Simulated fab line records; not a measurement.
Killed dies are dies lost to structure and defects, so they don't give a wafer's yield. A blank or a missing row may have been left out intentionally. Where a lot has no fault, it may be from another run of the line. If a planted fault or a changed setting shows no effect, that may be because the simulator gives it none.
Split-lot trial | flow n5_finfet | 7 lots, 21 wafers read, on a route of 1938 steps

## SPLIT DETAILS
At N5_BEOL_M3_ETCH_41 (etches SiCN in CH3F/O2, target depth 29.9 nm, time 52.5 s), the setting target_depth_a was moved away from the recipe's 299 angstrom on 4 of the 21 wafers read, by -10.0% to +8.1%. The other wafers ran this setting at the recipe's value.

The split's own step is where the reading is taken.

## THE READING
etch.depth_nm (the simulator's own value, which no gauge read), in nm, at N5_BEOL_M3_ETCH_41 (etches SiCN in CH3F/O2, target depth 29.9 nm, time 52.5 s). The file gives no usual value for it. Across the 17 wafers here that went through the recipe, the average is 19.90 nm and the standard deviation 0.38 nm.

wafer  | tool, chamber at the split | target_depth_a as run, angstrom | against the recipe | etch.depth_nm, nm | against lot-mates on the recipe
L077.1 | rie_diel-06, 3             | 299                             | recipe             | 19.36             | -
L077.5 | rie_diel-06, 1             | 299                             | recipe             | 20.03             | -
L077.6 | rie_diel-06, 0             | 323.2                           | +8.1%              | 21.28             | +1.59
L078.3 | rie_diel-06, 1             | 299                             | recipe             | 19.97             | -
L078.4 | rie_diel-06, 3             | 299                             | recipe             | 19.34             | -
L078.5 | rie_diel-06, 0             | 299                             | recipe             | 19.57             | -
L076.2 | rie_diel-06, 1             | 287.6                           | -3.8%              | 19.25             | -0.60
L076.5 | rie_diel-06, 1             | 287.6                           | -3.8%              | 19.16             | -0.69
L076.6 | rie_diel-06, 0             | 299                             | recipe             | 19.85             | -
L086.3 | rie_diel-01, 3             | 299                             | recipe             | 20.13             | -
L086.4 | rie_diel-01, 2             | 299                             | recipe             | 19.97             | -
L086.6 | rie_diel-01, 2             | 269.2                           | -10.0%             | 17.77             | -2.28
L087.3 | rie_diel-05, 3             | 299                             | recipe             | 20.35             | -
L087.5 | rie_diel-05, 3             | 299                             | recipe             | 20.36             | -
L087.6 | rie_diel-05, 0             | 299                             | recipe             | 19.24             | -
L089.2 | rie_diel-05, 3             | 299                             | recipe             | 20.58             | -
L089.4 | rie_diel-05, 2             | 299                             | recipe             | 19.71             | -
L089.6 | rie_diel-05, 2             | 299                             | recipe             | 19.86             | -
L096.2 | rie_diel-01, 3             | 299                             | recipe             | 20.38             | -
L096.5 | rie_diel-01, 1             | 299                             | recipe             | 19.81             | -
L096.6 | rie_diel-01, 0             | 299                             | recipe             | 19.8              | -

THE FIT
A straight line over all 21 wafers: etch.depth_nm changes by +0.194 nm for each +1% of target_depth_a; r = +0.86; the points scatter about the line by 0.36 nm.
The same after taking each lot's own level away (the mean of its wafers on the recipe; 21 wafers): +0.209 nm for each +1%; r = +0.90; scatter 0.33 nm.
The reading moves by 2.1 nm for the largest change in target_depth_a, on that fit.
The lots' own levels span 19.627 to 20.050 nm, that is 1.1 times the standard deviation above.
Consequently the slope shifts little with the lot-to-lot level, the two slopes agreeing.
Check: with one of the wafers moved furthest among these (-10.0%) left out of the fit, the line predicts -1.86 nm for it against its lot-mates. It came out at -2.28 nm against them.

## THE OTHER SPLITS THESE WAFERS WENT THROUGH
Before the reading, these wafers also passed through other splits. Each is held against what the fit with the lots' levels taken away leaves over:
other split on the same wafers         | wafers away from the commonest value | r with etch.depth_nm (lot level and that fit taken away)
N5_WELL_APT_COAT_02 spin_rpm           | 4                                    | +0.21
N5_DUMMY_GATE_COAT_28 spin_rpm         | 9                                    | +0.34
N5_DUMMY_GATE_COAT_09 spin_rpm         | 9                                    | -0.24
N5_SDB_ALD_29 ald_cycles               | 8                                    | -0.27
N5_HKMG_FIN_ETCH_32 bias_w             | 3                                    | -0.30
N5_BEOL_M0_SAQP_HM_DEP_02 target_thk_a | 6                                    | +0.12
N5_BEOL_M0_SAQP_COAT_08 spin_rpm       | 11                                   | +0.14
N5_BEOL_M0_ETCH_109 bias_w             | 7                                    | -0.09
N5_BEOL_M1_TRENCH_ETCH_37 bias_w       | 8                                    | +0.23
N5_BEOL_M2_DESCUM_16 time_s            | 4                                    | +0.02

## THE FILE'S OWN FIT
etch.depth_nm changes by +0.212 nm for each +1% of target_depth_a, r = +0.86.
